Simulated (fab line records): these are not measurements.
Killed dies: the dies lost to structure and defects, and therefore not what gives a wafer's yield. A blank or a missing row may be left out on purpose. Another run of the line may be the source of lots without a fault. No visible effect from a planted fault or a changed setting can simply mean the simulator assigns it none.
Struck lot and sound lot, side by side / flow nand harc / 15 steps out of a route of 1159
Sound: wafers L627.2, L627.4, L627.6. Struck: wafers L637.1, L637.4, L637.6. The cause is given at the end.
Order at every step that has rows: each side's tool, ch and its chambers, its first start. Under that, the readings that differ: sound wafers / struck wafers / difference of the means / sigmas: that difference in standard deviations of wafers without a fault.
alike: a reading whose means differ by less than 2 such deviations, as well as words and numbers matching on both sides. not compared: withheld readings; readings where some wafer has no value; bounds like >300 that might hide an equal value; numbers whose values overlap and for which the record gives no deviation.
A row with sigmas, a row that says differs or no value, or rows on one side alone: a step with any of these is where the two part. Non-overlapping numbers with no deviation appear without sigmas and do not part them. A reading missing from all wafers of one side parts the sides only when that side holds two or more wafers.

first, 1 step without rows for these wafers: NHARC_A_CONTACT_ETCH_134 (etches the open film in C4F8/O2/Ar, time 140 s, target depth 700 nm).
NHARC_A_CONTACT_ETCH_135: etches the open film in C4F8/O2/Ar, time 132 s, target depth 1287 nm.
  sound on har cap etch-03 ch 0,1, day 17 15:16; struck on har cap etch-02 ch 0,1, day 20 00:58
  alike: chamber pressure mTorr, oes air line au
  not compared: rf hours counter h
NHARC_A_CONTACT_ETCH_136: etches the open film in C4F8/O2/Ar, time 132 s, target depth 1287 nm.
  sound on har cap etch-03 ch 0,1, day 17 15:23; struck on har cap etch-02 ch 0,1, day 20 01:05
  alike: chamber pressure mTorr, oes air line au
  not compared: rf hours counter h
NHARC_A_CONTACT_ETCH_137: etches the open film in C4F8/O2/Ar, time 132 s, target depth 1287 nm.
  sound on har cap etch-03 ch 0,1, day 17 15:31; struck on har cap etch-02 ch 0,1, day 20 01:13
  alike: chamber pressure mTorr, oes air line au
  not compared: rf hours counter h
NHARC_A_CONTACT_ETCH_138: etches the open film in C4F8/O2/Ar, time 132 s, target depth 1289 nm.
  sound on har cap etch-03 ch 0,1, day 17 15:38; struck on har cap etch-02 ch 0,1, day 20 01:20
  alike: chamber pressure mTorr, oes air line au
  not compared: rf hours counter h
then, 3 steps without rows for these wafers: NHARC_A_CONTACT_ETCH_139 (etches the open film in C4F8/O2/Ar, time 137 s, target depth 590 nm); NHARC_A_CONTACT_ETCH_92 (etches the open film in CH3F/O2, target depth 40 nm, time 85.7 s); NHARC_A_CONTACT_ETCH_98 (etches the open film in C4F6/O2, target depth 20 nm, time 10 s).
NHARC_A_CONTACT_CD_MEAS_15:
  sound on cd sem-03, day 17 16:23; struck on cd sem-03, day 20 02:06
  alike: cd nm
then, 3 steps without rows for these wafers: NHARC_A_CONTACT_STRIP_107 (strips in N2/H2); NHARC_A_CONTACT_STRIP_108 (strips in CF4/CHF3); NHARC_A_CONTACT_STRIP_109 (strips in O2/COS).
NHARC_A_CONTACT_ETCH_110: etches the open film in CF4/O2, target depth 50 nm, overetch 5 nm, time 27.5 s.
  sound on rie diel-02 ch 0,2,3, day 17 16:40; struck on rie diel-02 ch 0,1,3, day 20 02:32
  no value came back on the struck wafers for any of 11 readings (bias w (W), cf4 flow sccm (sccm) and others); on the sound wafers bias w (W) reads 100.22 100.20 100.53
  not compared: rf hours counter h
NHARC_A_CONTACT_STRIP_26: strips in O2.
  sound on rie diel-02 ch 0,1,2; struck on rie diel-02 ch 2,3, day 20 02:35
  alike: chamber pressure mTorr, drypump motor current A, mfc ar sccm, o2 flow sccm, oes product au, rf vpp V, showerhead plenum p Torr, throttle valve pct
  not compared: rf hours counter h
-- record jumps: 2 days between struck wafers' starts before vs after; left off in module A_CONTACT, resumes in module END, first step shown is number 1159 of the route --
NHARC_END_SORT_01:
  sound on prober-02 ch 0, day 19 20:26; struck on prober-01 ch 0, day 22 06:50
  alike: killed at array, killed at other, killed at periphery, killed dies, killed open, killed short

== WHERE THEY PART ==
NHARC_A_CONTACT_ETCH_110 only, going by this record. Later steps at which nothing parts them and some readings are alike: NHARC_A_CONTACT_STRIP_26, NHARC_END_SORT_01.

WHY: whatever the simulator had introduced
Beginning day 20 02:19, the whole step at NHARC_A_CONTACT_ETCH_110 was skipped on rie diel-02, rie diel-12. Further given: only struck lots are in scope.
